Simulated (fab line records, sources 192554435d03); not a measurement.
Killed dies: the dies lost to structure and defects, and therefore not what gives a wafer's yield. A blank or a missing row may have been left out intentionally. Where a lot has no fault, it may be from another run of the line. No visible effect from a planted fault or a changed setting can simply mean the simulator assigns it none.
fab line records	flow n5-finfet
record lots=7	wafers=39
route steps=1938 shown DUMMY_GATE@214 SD_EPI_P@321 SD_ACTIVATION@330 BEOL_M0_CUTY@711 BEOL_M2@857 BEOL_M3@981 BEOL_M4@1021
start-h: start of the lot's first displayed wafer, in hours after the record's first day	wait-h: time in hours since the lot's previous step	" identical to the entry in the row above	L1.1+2: a single row standing in for several wafers	- no value, or no start given	* or withheld: withheld	< > ~ a bound
route shown NAME@n: names a module that has steps shown in the file, with the first one's number in the route	usual: mean and standard deviation over wafers with no fault	same: alike in all rows	chamber/n: place in a boat	sites: each site's reading	_std_site: standard deviation of those values	_edge_site: outer sites' mean less inner sites'	radius-mm: how far each site lies from the wafer's centre	mask NAME#n: copy n	behind: the tool/chamber that last shaped the wafer	hold: cause of the lot's hold/its duration in hours/its outcome	device: whichever transistor did not switch (one of n, p or np)	end of line: at the end of the route, the tests of the same wafers	where a step has no rows: the recipe by itself	killed: not the wafer's yield, but the dies lost to structure and defects at the first sort	map: a wafer's dies, marking killed ones x, the rest . and places with no die _
set.NAME: the setting the step ran with; set.NAME@STEP: the setting that earlier step ran with	model.NAME: the simulator's own value behind a step, which no gauge read
one table per step and one row per wafer, for lots whose settings were changed on purpose
## steps
# step N5_DUMMY_GATE_ALD_02
# recipe material=SiO2	target-thk-a=20	temp-c=300	ald-precursor-family=BDEAS	ald-co-reactant=O2-plasma	pulse-time-s=1	pressure-torr=2
lot.wafer	tool	chamber	start-h	wait-h	set.target-thk-a	model.SiO2_of_DUMMY_GATE_ALD_02.thk-nm
L076.1+2+6	ald-sin-01	0,1,1	50.16	0.1	27.64	2.8
L076.3+4+5	"	2,3,0	"	"	20	2
L079.1+2+3+4+5+6	ald-sin-04	0,2,1,3,2,1	67.53	0.0	20	2
L080.1+2+3+4+5+6	ald-sin-01	0,3,2,1,3,2	74.19	1.9	20	2
L083.1+3+6	ald-sin-04	2,0,0	96.18	0.0	20	2
L083.2+4+5	"	3,1,1	"	"	27.41	2.8
L085.3+4+5	ald-sin-03	3,3,0	106.45	0.7	20	2
L090.1+2+3+4+5+6	ald-sin-01	2,1,3,0,3,0	133.87	0.0	20	2
L091.1+4+5	ald-sin-03	3,1,1	140.53	0.0	30.36	3
L091.2+3+6	"	0,2,0	"	"	20	2
# step N5_SD_EPI_P_EPI_21
# recipe material=SiGe:B	dopant=B	temp-c=550	pressure-torr=20	ambient=H2	time-s=355
lot.wafer	tool	chamber	start-h	wait-h	set.time-s	model.SiGe-B_of_SD_EPI_P_EPI_21.thk-nm
L076.1+3+5	epi-rpcvd-04	0	68.69	0.3	355	61.2
L076.2	"	0	"	"	355	62
L076.4	"	0	70.61	2.0	355	61.4
L076.6	"	0	71.89	3.2	355	61
L079.1+6	epi-rpcvd-04	0	87.05	0.1	355	60.6
L079.2	"	0	"	"	355	60.4
L079.3	"	0	"	"	355	61
L079.4	"	0	"	"	355	61.8
L079.5	"	0	"	"	355	61.2
L080.1	epi-rpcvd-04	0	93.52	0.1	355	62.4
L080.2+6	"	0	"	"	567.3	84.8
L080.3	"	0	"	"	355	61.2
L080.4	"	0	"	"	355	61.6
L080.5	"	0	"	"	567.3	85.4
L083.1+2	epi-rpcvd-02	0	115.90	0.1	355	61
L083.3	"	0	"	"	174.3	32.4
L083.4	"	0	"	"	174.3	33
L083.5	"	0	"	"	174.3	32.8
L083.6	"	0	"	"	355	60.8
L085.3	epi-rpcvd-04	0	123.91	0.8	355	61
L085.4	"	0	"	"	355	60.2
L085.5	"	0	"	"	355	60
L090.1+2	epi-rpcvd-04	0	153.46	0.2	224.3	42.2
L090.3	"	0	"	"	355	61
L090.4	"	0	"	"	224.3	42.4
L090.5+6	"	0	"	"	355	60.8
L091.1	epi-rpcvd-04	0	160.27	0.2	538.5	81.6
L091.2	"	0	"	"	538.5	81.2
L091.3	"	0	"	"	355	60.8
L091.4	"	0	"	"	355	60.4
L091.5	"	0	"	"	538.5	80.8
L091.6	"	0	"	"	355	61
# step N5_SD_EPI_P_EPI_MEAS_23
# recipe mode=xrd
# usual thk-nm=60.9/1.2
lot.wafer	tool	chamber	start-h	wait-h	set.time-s@SD_EPI_P_EPI_21	thk-nm
L076.1	film-metro-01	-	72.57	3.2	355	60.9
L076.2	"	-	"	"	355	63.1
L076.3	"	-	"	"	355	61.4
L076.4	"	-	"	"	355	60.6
L076.5	"	-	"	"	355	60.4
L076.6	"	-	"	"	355	60.1
L079.1	film-metro-02	-	89.25	1.8	355	63.7
L079.2	"	-	"	"	355	61.3
L079.3	"	-	"	"	355	59.9
L079.4	"	-	"	"	355	61.7
L079.5	"	-	"	"	355	60.8
L079.6	"	-	"	"	355	60.9
L080.1	film-metro-01	-	95.72	1.8	355	61.9
L080.2	"	-	"	"	567.3	82.8
L080.3	"	-	"	"	355	59.8
L080.4	"	-	"	"	355	62.4
L080.5	"	-	"	"	567.3	86.6
L080.6	"	-	"	"	567.3	86.1
L083.1	film-metro-02	-	118.10	1.8	355	60.2
L083.2	"	-	"	"	355	60.3
L083.3	"	-	"	"	174.3	32.4
L083.4	"	-	"	"	174.3	34.4
L083.5	"	-	"	"	174.3	31.5
L083.6	"	-	"	"	355	61.7
L085.3	film-metro-01	-	125.40	1.1	355	61.5
L085.4	"	-	"	"	355	61.4
L085.5	"	-	"	"	355	59.6
L090.1	film-metro-01	-	156.38	2.5	224.3	40.8
L090.2	"	-	"	"	224.3	42.7
L090.3	"	-	"	"	355	60.9
L090.4	"	-	"	"	224.3	43.0
L090.5	"	-	"	"	355	61.2
L090.6	"	-	"	"	355	59.5
L091.1	film-metro-01	-	163.19	2.4	538.5	81.0
L091.2	"	-	"	"	538.5	80.6
L091.3	"	-	"	"	355	61.8
L091.4	"	-	"	"	355	60.3
L091.5	"	-	"	"	538.5	80.8
L091.6	"	-	"	"	355	58.3
# step N5_SD_EPI_P_HM_STRIP_48
# recipe chemistry=H3PO4	temp-c=160	material=SiNx	target=SiNx	target-depth-a=30	overetch-fraction=0.3
# step N5_SD_EPI_P_SRD_49
# recipe dry=ipa-marangoni	time-s=30	temp-c=23	rinse-liquid=diw
# step N5_SD_ACTIVATION_RTA_00
# recipe temp-c=975	time-s=0	ambient=N2	idle-temp-c=600	ramp-up-c-per-s=150	ramp-down-c-per-s=60	cool-to-c=600
# step N5_SD_ACTIVATION_LSA_01
# recipe temp-c=1080	time-s=0.0008	ambient=N2
# step N5_SD_ACTIVATION_RS_MEAS_03
# recipe thk-meas-gauge=four-point-probe
# usual RS_SD_N=21.84/0.29	RS_SD_P=56.2/0.7
lot.wafer	tool	chamber	start-h	wait-h	set.time-s@SD_EPI_P_EPI_21	RS_SD_N[ohm/sq]	RS_SD_P[ohm/sq]
L076.1	film-metro-01	-	73.19	0.2	355	21.35	55.2
L076.2	"	-	"	"	355	21.15	54.7
L076.3	"	-	"	"	355	21.35	55.6
L076.4	"	-	"	"	355	21.41	55.1
L076.5	"	-	"	"	355	21.46	55.1
L076.6	"	-	"	"	355	21.54	55.8
L079.1	film-metro-01	-	89.86	0.2	355	22.45	55.8
L079.2	"	-	"	"	355	21.62	55.7
L079.3	"	-	"	"	355	21.90	55.4
L079.4	"	-	"	"	355	21.88	54.8
L079.5	"	-	"	"	355	22.28	55.3
L079.6	"	-	"	"	355	22.12	56.6
L080.1	film-metro-02	-	96.33	0.2	355	22.18	55.6
L080.2	"	-	"	"	567.3	21.98	40.7
L080.3	"	-	"	"	355	21.63	56.0
L080.4	"	-	"	"	355	21.90	55.7
L080.5	"	-	"	"	567.3	21.89	40.2
L080.6	"	-	"	"	567.3	21.90	40.5
L083.1	film-metro-01	-	118.71	0.2	355	21.73	56.7
L083.2	"	-	"	"	355	21.70	57.4
L083.3	"	-	"	"	174.3	21.46	106.1
L083.4	"	-	"	"	174.3	21.51	105.6
L083.5	"	-	"	"	174.3	21.28	105.4
L083.6	"	-	"	"	355	21.70	57.6
L085.3	film-metro-02	-	126.06	0.2	355	22.02	54.8
L085.4	"	-	"	"	355	22.05	55.9
L085.5	"	-	"	"	355	21.85	56.5
L090.1	film-metro-01	-	156.98	0.2	224.3	21.55	81.9
L090.2	"	-	"	"	224.3	21.87	82.7
L090.3	"	-	"	"	355	21.91	57.3
L090.4	"	-	"	"	224.3	21.97	82.0
L090.5	"	-	"	"	355	21.65	57.3
L090.6	"	-	"	"	355	22.05	57.2
L091.1	film-metro-02	-	163.87	0.2	538.5	22.06	41.9
L091.2	"	-	"	"	538.5	21.87	41.7
L091.3	"	-	"	"	355	21.87	55.9
L091.4	"	-	"	"	355	21.55	56.3
L091.5	"	-	"	"	538.5	21.79	42.5
L091.6	"	-	"	"	355	21.70	56.1
# step N5_BEOL_M0_CUTY_DESCUM_61
# recipe chemistry=O2	time-s=7.9	source-power-w=50	bias-power-w=20	pressure-mtorr=20	rf-frequency-hz=2.712e+07	temp-c=40	resist=CAR-ArF-block	o2-flow-sccm=225
lot.wafer	tool	chamber	start-h	wait-h	set.time-s	model.CAR-ArF-block_of_BEOL_M0_CUTY_COAT_51.thk-nm
L076.1	rie-diel-06	0	131.78	0.1	7.9	143
L076.2	"	1	"	"	7.9	143.8
L076.3	"	3	"	"	7.9	143.4
L076.4+5	"	2	"	"	12.17	141
L076.6	"	1	"	"	12.17	140.4
L079.1	rie-diel-06	3	153.82	0.0	7.9	144
L079.2+4	"	0,1	"	"	9.248	143
L079.3	"	2	"	"	7.9	143.8
L079.5	"	0	"	"	7.9	143.6
L079.6	"	3	"	"	9.248	143.2
L080.1+5	rie-diel-05	1,2	158.22	0.1	7.9	144.2
L080.2+6	"	3,1	"	"	7.9	144.4
L080.3	"	2	"	"	7.9	144.6
L080.4	"	0	"	"	7.9	144
L083.1+3	rie-diel-04	2,0	170.77	0.4	7.9	144.2
L083.2	"	1	"	"	7.9	144
L083.4+5	"	3,1	"	"	9.205	143.2
L083.6	"	2	"	"	9.205	143
L085.3	rie-diel-06	2	180.78	0.3	7.9	143.6
L085.4+5	"	1,0	"	"	7.9	144
L090.1	rie-diel-04	0	210.08	0.0	11.29	141.4
L090.2+5	"	3	"	"	11.29	141
L090.3	"	2	"	"	7.9	143
L090.4+6	"	1,0	"	"	7.9	143.2
L091.1+4	rie-diel-05	0,1	219.55	0.0	7.9	144.2
L091.2	"	3	"	"	7.9	144
L091.3+6	"	2,3	"	"	7.9	143.6
L091.5	"	0	"	"	7.9	143.8
# step N5_BEOL_M0_CUTY_ETCH_62
# recipe chemistry=CF4	target=SiARC	mask-material=CAR-ArF-block	time-s=58.5	ion-energy-ev=80	pressure-mtorr=40	source-w=545	bias-w=36	Ar_flow_sccm=100	cf4-flow-sccm=100	ends=cleared
lot.wafer	tool	chamber	start-h	wait-h	set.time-s@BEOL_M0_CUTY_DESCUM_61	model.CAR-ArF-block_of_BEOL_M0_CUTY_COAT_51.thk-nm
L076.1	rie-diel-06	0	131.82	0.0	7.9	118
L076.2	"	1	"	"	7.9	118.8
L076.3	"	3	"	"	7.9	118.4
L076.4+5	"	2	"	"	12.17	116
L076.6	"	1	"	"	12.17	115.4
L079.1	rie-diel-06	3	153.85	0.0	7.9	119
L079.2+4	"	0,1	"	"	9.248	118
L079.3+5	"	2,0	"	"	7.9	118.6
L079.6	"	3	"	"	9.248	118.2
L080.1+5+6	rie-diel-05	1,2,1	158.26	0.0	7.9	119.2
L080.2	"	3	"	"	7.9	119.4
L080.3	"	2	"	"	7.9	119.6
L080.4	"	0	"	"	7.9	119
L083.1	rie-diel-04	2	170.81	0.0	7.9	119
L083.2	"	1	"	"	7.9	118.8
L083.3	"	0	"	"	7.9	119.2
L083.4+5	"	3,1	"	"	9.205	118.2
L083.6	"	2	"	"	9.205	118
L085.3	rie-diel-06	2	180.81	0.0	7.9	118.4
L085.4	"	1	"	"	7.9	118.8
L085.5	"	0	"	"	7.9	119
L090.1	rie-diel-04	0	210.11	0.0	11.29	116.2
L090.2	"	3	"	"	11.29	115.8
L090.3	"	2	"	"	7.9	117.8
L090.4	"	1	"	"	7.9	118
L090.5	"	3	"	"	11.29	116
L090.6	"	0	"	"	7.9	118.2
L091.1+2	rie-diel-05	0,3	219.58	0.0	7.9	119
L091.3+5+6	"	2,0,3	"	"	7.9	118.6
L091.4	"	1	"	"	7.9	119.2
# step N5_BEOL_M2_DESCUM_16
# recipe chemistry=O2	time-s=7	source-power-w=50	bias-power-w=20	pressure-mtorr=20	rf-frequency-hz=2.712e+07	temp-c=40	resist=CAR-EUV	o2-flow-sccm=225
lot.wafer	tool	chamber	start-h	wait-h	set.time-s	model.CAR-EUV_of_BEOL_M2_COAT_05.thk-nm
L076.1+3+6	rie-diel-04	0,1,0	149.97	0.0	3.161	28
L076.2+5	"	2,1	"	"	7	26.2
L076.4	"	3	"	"	7	26
L079.1+2+5	rie-diel-04	1,3,2	169.41	0.0	7	26
L079.3+4+6	"	0,2,3	"	"	3.477	27.8
L080.1+2+5	rie-diel-04	0,1,0	177.25	0.0	7	26.2
L080.3	"	2	"	"	8.434	25.6
L080.4+6	"	3	"	"	8.434	25.4
L083.1+4+6	rie-diel-05	3,0,2	190.12	0.0	10.67	24.2
L083.2+3+5	"	2,1,1	"	"	7	26
L085.3+4	rie-diel-04	0,2	198.86	0.0	7	26.2
L085.5	"	2	"	"	7	26
L090.1+4+6	rie-diel-04	1,0,3	232.28	0.0	7	26.2
L090.2+3+5	"	2,3,0	"	"	3.433	28
L091.1+2+4	rie-diel-06	2,1,0	238.28	0.0	3.103	27.8
L091.3+5	"	3,2	"	"	7	25.8
L091.6	"	3	"	"	7	26
# step N5_BEOL_M2_ETCH_74
# recipe chemistry=N2/H2	target=underlayer	target-depth-a=65	mask-material=CAR-EUV	time-s=5.2	ion-energy-ev=200	pressure-mtorr=30	source-w=840	bias-w=150	n2-flow-sccm=200	h2-flow-sccm=200	ends=cleared
lot.wafer	tool	chamber	start-h	wait-h	set.time-s@BEOL_M2_DESCUM_16	model.BEOL_M2.cd-offset-nm
L076.1	rie-diel-04	0	150.00	0.0	3.161	-0.4
L076.2	"	2	"	"	7	-0.2
L076.3+6	"	1,0	"	"	3.161	-0.6
L076.4	"	3	"	"	7	0.2
L076.5	"	1	"	"	7	0
L079.1+5	rie-diel-04	1,2	169.44	0.0	7	-0.2
L079.2	"	3	"	"	7	0
L079.3+4+6	"	0,2,3	"	"	3.477	-0.6
L080.1+5	rie-diel-04	0	177.28	0.0	7	0.2
L080.2	"	1	"	"	7	0
L080.3	"	2	"	"	8.434	0.4
L080.4+6	"	3	"	"	8.434	0.2
L083.1	rie-diel-05	3	190.15	0.0	10.67	0.4
L083.2+3+5	"	2,1,1	"	"	7	0
L083.4+6	"	0,2	"	"	10.67	0.2
L085.3+5	rie-diel-04	0,2	198.90	0.0	7	-0.2
L085.4	"	2	"	"	7	0
L090.1+4	rie-diel-04	1,0	232.31	0.0	7	-0.2
L090.2+3+5	"	2,3,0	"	"	3.433	-0.6
L090.6	"	3	"	"	7	0
L091.1+4	rie-diel-06	2,0	238.31	0.0	3.103	-0.4
L091.2	"	1	"	"	3.103	-0.6
L091.3+5	"	3,2	"	"	7	0.2
L091.6	"	3	"	"	7	0
# step N5_BEOL_M2_ETCH_63
# recipe chemistry=CF4	target=SiARC	target-depth-a=156	mask-material=CAR-EUV	time-s=26	ion-energy-ev=80	pressure-mtorr=40	source-w=545	bias-w=36	Ar_flow_sccm=100	cf4-flow-sccm=100	ends=cleared
lot.wafer	tool	chamber	start-h	wait-h	set.time-s@BEOL_M2_DESCUM_16	model.BEOL_M2.cd-offset-nm
L076.1	rie-diel-04	0	150.02	0.0	3.161	-0.4
L076.2	"	2	"	"	7	-0.2
L076.3+6	"	1,0	"	"	3.161	-0.6
L076.4	"	3	"	"	7	0.2
L076.5	"	1	"	"	7	0
L079.1+2+5	rie-diel-04	1,3,2	169.46	0.0	7	-0.2
L079.3+4+6	"	0,2,3	"	"	3.477	-0.6
L080.1+5	rie-diel-04	0	177.30	0.0	7	0.2
L080.2	"	1	"	"	7	0
L080.3	"	2	"	"	8.434	0.4
L080.4+6	"	3	"	"	8.434	0.2
L083.1+4+6	rie-diel-05	3,0,2	190.17	0.0	10.67	0.4
L083.2+5	"	2,1	"	"	7	0
L083.3	"	1	"	"	7	-0.2
L085.3+4	rie-diel-04	0,2	198.91	0.0	7	0
L085.5	"	2	"	"	7	-0.2
L090.1+4	rie-diel-04	1,0	232.33	0.0	7	-0.2
L090.2+5	"	2,0	"	"	3.433	-0.6
L090.3	"	3	"	"	3.433	-0.8
L090.6	"	3	"	"	7	0
L091.1+4	rie-diel-06	2,0	238.33	0.0	3.103	-0.4
L091.2	"	1	"	"	3.103	-0.6
L091.3+5	"	3,2	"	"	7	0.2
L091.6	"	3	"	"	7	0
# step N5_BEOL_M2_ETCH_64
# recipe chemistry=N2/H2	target=SOC	target-depth-a=750	overetch-a=225	mask-material=SiARC	temp-c=40	time-s=121.9	ion-energy-ev=200	pressure-mtorr=30	source-w=840	bias-w=150	n2-flow-sccm=200	h2-flow-sccm=200
lot.wafer	tool	chamber	start-h	wait-h	set.time-s@BEOL_M2_DESCUM_16	model.BEOL_M2.cd-offset-nm
L076.1+6	rie-diel-04	0	150.05	0.0	3.161	-0.2
L076.2+5	"	2,1	"	"	7	0
L076.3	"	1	"	"	3.161	-0.4
L076.4	"	3	"	"	7	0.2
L079.1+2+5	rie-diel-04	1,3,2	169.49	0.0	7	-0.2
L079.3+4	"	0,2	"	"	3.477	-0.6
L079.6	"	3	"	"	3.477	-0.8
L080.1+5	rie-diel-04	0	177.33	0.0	7	0.2
L080.2	"	1	"	"	7	0
L080.3	"	2	"	"	8.434	0.4
L080.4	"	3	"	"	8.434	0
L080.6	"	3	"	"	8.434	0.2
L083.1+6	rie-diel-05	3,2	190.20	0.0	10.67	0.4
L083.2+3+5	"	2,1,1	"	"	7	0
L083.4	"	0	"	"	10.67	0.6
L085.3+4	rie-diel-04	0,2	198.94	0.0	7	0
L085.5	"	2	"	"	7	-0.4
L090.1	rie-diel-04	1	232.36	0.0	7	-0.2
L090.2+3	"	2,3	"	"	3.433	-0.6
L090.4	"	0	"	"	7	0
L090.5	"	0	"	"	3.433	-0.4
L090.6	"	3	"	"	7	0.2
L091.1+4	rie-diel-06	2,0	238.36	0.0	3.103	-0.4
L091.2	"	1	"	"	3.103	-0.6
L091.3+5	"	3,2	"	"	7	0.2
L091.6	"	3	"	"	7	0
# step N5_BEOL_M3_ETCH_41
# recipe chemistry=CH3F/O2	target=SiCN	target-depth-a=299	taper-deg=2	time-s=52.5	ion-energy-ev=120	mask-material=TiN	pressure-mtorr=30	source-w=395	bias-w=75	Ar_flow_sccm=150	CH3F_flow_sccm=30	O2_flow_sccm=20
lot.wafer	tool	chamber	start-h	wait-h	set.target-depth-a	model.etch.depth-nm
L076.1	rie-diel-03	1	-	-	299	19.55
L076.2	"	2	"	"	390.7	25.67
L076.3	"	3	"	"	390.7	26.37
L076.4	"	0	"	"	299	20.01
L076.5	"	0	"	"	390.7	25.9
L076.6	"	3	"	"	299	20.08
L079.1	rie-diel-03	2	-	-	299	19.78
L079.2	"	0	"	"	299	20
L079.3	"	1	"	"	299	19.52
L079.4	"	3	"	"	299	20.25
L079.5	"	0	"	"	299	20.15
L079.6	"	1	"	"	299	19.6
L080.1	rie-diel-01	3	-	-	299	19.75
L080.2	"	0	"	"	299	19.51
L080.3	"	1	"	"	299	20.06
L080.4	"	0	"	"	464.8	30.43
L080.5	"	3	"	"	464.8	30.53
L080.6	"	1	"	"	464.8	31.31
L083.1	rie-diel-02	0	-	-	299	19.53
L083.2	"	2	"	"	299	19.74
L083.3	"	1	"	"	299	20.33
L083.4	"	3	"	"	299	20.3
L083.5	"	2	"	"	299	19.72
L083.6	"	3	"	"	299	20.58
L085.3	rie-diel-01	1	-	-	299	20.26
L085.4	"	0	"	"	299	19.8
L085.5	"	0	"	"	299	19.82
L090.1	rie-diel-02	0	-	-	299	19.36
L090.2	"	2	"	"	299	19.44
L090.3	"	3	"	"	299	20.01
L090.4	"	1	"	"	228.3	15.32
L090.5	"	1	"	"	228.3	15.13
L090.6	"	2	"	"	228.3	14.8
L091.1	rie-diel-03	2	-	-	472.5	31.09
L091.2	"	3	"	"	299	20.24
L091.3	"	1	"	"	472.5	31.11
L091.4	"	0	"	"	299	19.85
L091.5	"	2	"	"	299	19.82
L091.6	"	1	"	"	472.5	30.92
# step N5_BEOL_M4_ILD_DEP_00
# recipe material=SiOC	target-thk-a=790	temp-c=350	precursor=DEMS/O2	pressure-torr=5	rf-w=500	time-s=15.3
lot.wafer	tool	chamber	start-h	wait-h	set.target-thk-a	model.SiOC_of_BEOL_M4_ILD_DEP_00.thk-nm
L076.1	pecvd-03	0	181.94	0.0	1235	121.6
L076.2	"	1	"	"	790	76.4
L076.3	"	2	"	"	790	75.8
L076.4	"	0	"	"	790	78.2
L076.5	"	2	"	"	1235	123.6
L076.6	"	1	"	"	1235	122.6
L079.1	pecvd-03	0	193.21	0.0	790	77
L079.2	"	1	"	"	1032	102
L079.3	"	2	"	"	790	77.6
L079.4+5	"	1,0	"	"	1032	103.2
L079.6	"	2	"	"	790	78.8
L080.1	pecvd-03	2	199.38	0.0	790	77.8
L080.2	"	1	"	"	790	78
L080.3	"	0	"	"	790	78.4
L080.4	"	0	"	"	790	80.4
L080.5	"	1	"	"	790	79.4
L080.6	"	2	"	"	790	80
L083.1	pecvd-04	1	218.55	0.0	584.7	56.4
L083.2	"	0	"	"	790	76.6
L083.3	"	2	"	"	584.7	56.8
L083.4	"	1	"	"	790	77.6
L083.5	"	0	"	"	584.7	57.6
L083.6	"	2	"	"	790	77.8
L085.3+4	pecvd-03	1,0	228.63	0.1	790	79.6
L085.5	"	0	"	"	790	80.6
L090.1	pecvd-01	2	256.63	0.0	790	78.2
L090.2	"	0	"	"	790	79
L090.3	"	1	"	"	790	79.8
L090.4	"	1	"	"	790	80.2
L090.5	"	0	"	"	790	81
L090.6	"	2	"	"	790	80.4
L091.1	pecvd-01	1	269.28	0.0	790	79
L091.2	"	2	"	"	790	78.6
L091.3	"	0	"	"	790	79.6
L091.4+5	"	1,2	"	"	790	80.4
L091.6	"	0	"	"	790	80.8
# step N5_BEOL_M4_THK_MEAS_01
# recipe reads=SiOC_of_BEOL_M4_ILD_DEP_00
# usual M4_ILD_THK=78.6/1.1
lot.wafer	tool	chamber	start-h	wait-h	set.target-thk-a@BEOL_M4_ILD_DEP_00	M4_ILD_THK[nm]
L076.1	film-metro-02	-	182.01	0.0	1235	121.6
L076.2	"	-	"	"	790	76.4
L076.3	"	-	"	"	790	75.8
L076.4	"	-	"	"	790	78.3
L076.5	"	-	"	"	1235	123.7
L076.6	"	-	"	"	1235	122.5
L079.1	film-metro-02	-	193.28	0.0	790	77.2
L079.2	"	-	"	"	1032	101.9
L079.3	"	-	"	"	790	77.7
L079.4	"	-	"	"	1032	103.3
L079.5	"	-	"	"	1032	103.0
L079.6	"	-	"	"	790	78.8
L080.1	film-metro-01	-	199.45	0.0	790	77.8
L080.2	"	-	"	"	790	78.1
L080.3	"	-	"	"	790	78.3
L080.4	"	-	"	"	790	80.4
L080.5	"	-	"	"	790	79.5
L080.6	"	-	"	"	790	79.9
L083.1	film-metro-01	-	218.62	0.0	584.7	56.4
L083.2	"	-	"	"	790	76.5
L083.3	"	-	"	"	584.7	56.9
L083.4	"	-	"	"	790	77.7
L083.5	"	-	"	"	584.7	57.5
L083.6	"	-	"	"	790	77.9
L085.3	film-metro-02	-	228.70	0.1	790	79.6
L085.4	"	-	"	"	790	79.7
L085.5	"	-	"	"	790	80.5
L090.1	film-metro-01	-	256.70	0.0	790	78.2
L090.2	"	-	"	"	790	78.8
L090.3	"	-	"	"	790	79.8
L090.4	"	-	"	"	790	80.0
L090.5	"	-	"	"	790	81.0
L090.6	"	-	"	"	790	80.4
L091.1	film-metro-02	-	269.34	0.0	790	79.0
L091.2	"	-	"	"	790	78.7
L091.3	"	-	"	"	790	79.6
L091.4	"	-	"	"	790	80.5
L091.5	"	-	"	"	790	80.4
L091.6	"	-	"	"	790	80.7
## key
split step=N5_DUMMY_GATE_ALD_02	setting=target-thk-a	stated=20	by=wafer
response step=N5_DUMMY_GATE_ALD_02	reading=model.SiO2_of_DUMMY_GATE_ALD_02.thk-nm	change=+0.0203	per=1%	r=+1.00
split step=N5_SD_EPI_P_EPI_21	setting=time-s	stated=355	by=wafer
response step=N5_SD_EPI_P_EPI_21	reading=model.SiGe-B_of_SD_EPI_P_EPI_21.thk-nm	change=+0.448	per=1%	r=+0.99
response step=N5_SD_EPI_P_EPI_MEAS_23	reading=thk-nm	change=*	per=1%	r=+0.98
response step=N5_SD_ACTIVATION_RS_MEAS_03	reading=RS_SD_P	shape=bent	at-lowest=105.7	at-stated=56.0	at-highest=40.4
split step=N5_BEOL_M0_CUTY_DESCUM_61	setting=time-s	stated=7.9	by=wafer
response step=N5_BEOL_M0_CUTY_DESCUM_61	reading=model.CAR-ArF-block_of_BEOL_M0_CUTY_COAT_51.thk-nm	change=-0.0479	per=1%	r=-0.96
response step=N5_BEOL_M0_CUTY_ETCH_62	reading=model.CAR-ArF-block_of_BEOL_M0_CUTY_COAT_51.thk-nm	change=-0.0473	per=1%	r=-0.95
split step=N5_BEOL_M2_DESCUM_16	setting=time-s	stated=7	by=wafer
response step=N5_BEOL_M2_DESCUM_16	reading=model.CAR-EUV_of_BEOL_M2_COAT_05.thk-nm	change=-0.0348	per=1%	r=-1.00
response step=N5_BEOL_M2_ETCH_74	reading=model.BEOL_M2.cd-offset-nm	change=+0.00879	per=1%	r=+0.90
response step=N5_BEOL_M2_ETCH_63	reading=model.BEOL_M2.cd-offset-nm	change=+0.00952	per=1%	r=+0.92
response step=N5_BEOL_M2_ETCH_64	reading=model.BEOL_M2.cd-offset-nm	change=+0.0089	per=1%	r=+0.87
split step=N5_BEOL_M3_ETCH_41	setting=target-depth-a	stated=299	by=wafer
response step=N5_BEOL_M3_ETCH_41	reading=model.etch.depth-nm	change=+0.195	per=1%	r=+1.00
split step=N5_BEOL_M4_ILD_DEP_00	setting=target-thk-a	stated=790	by=wafer
response step=N5_BEOL_M4_ILD_DEP_00	reading=model.SiOC_of_BEOL_M4_ILD_DEP_00.thk-nm	change=+0.81	per=1%	r=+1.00
response step=N5_BEOL_M4_THK_MEAS_01	reading=M4_ILD_THK	change=+0.809	per=1%	r=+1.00
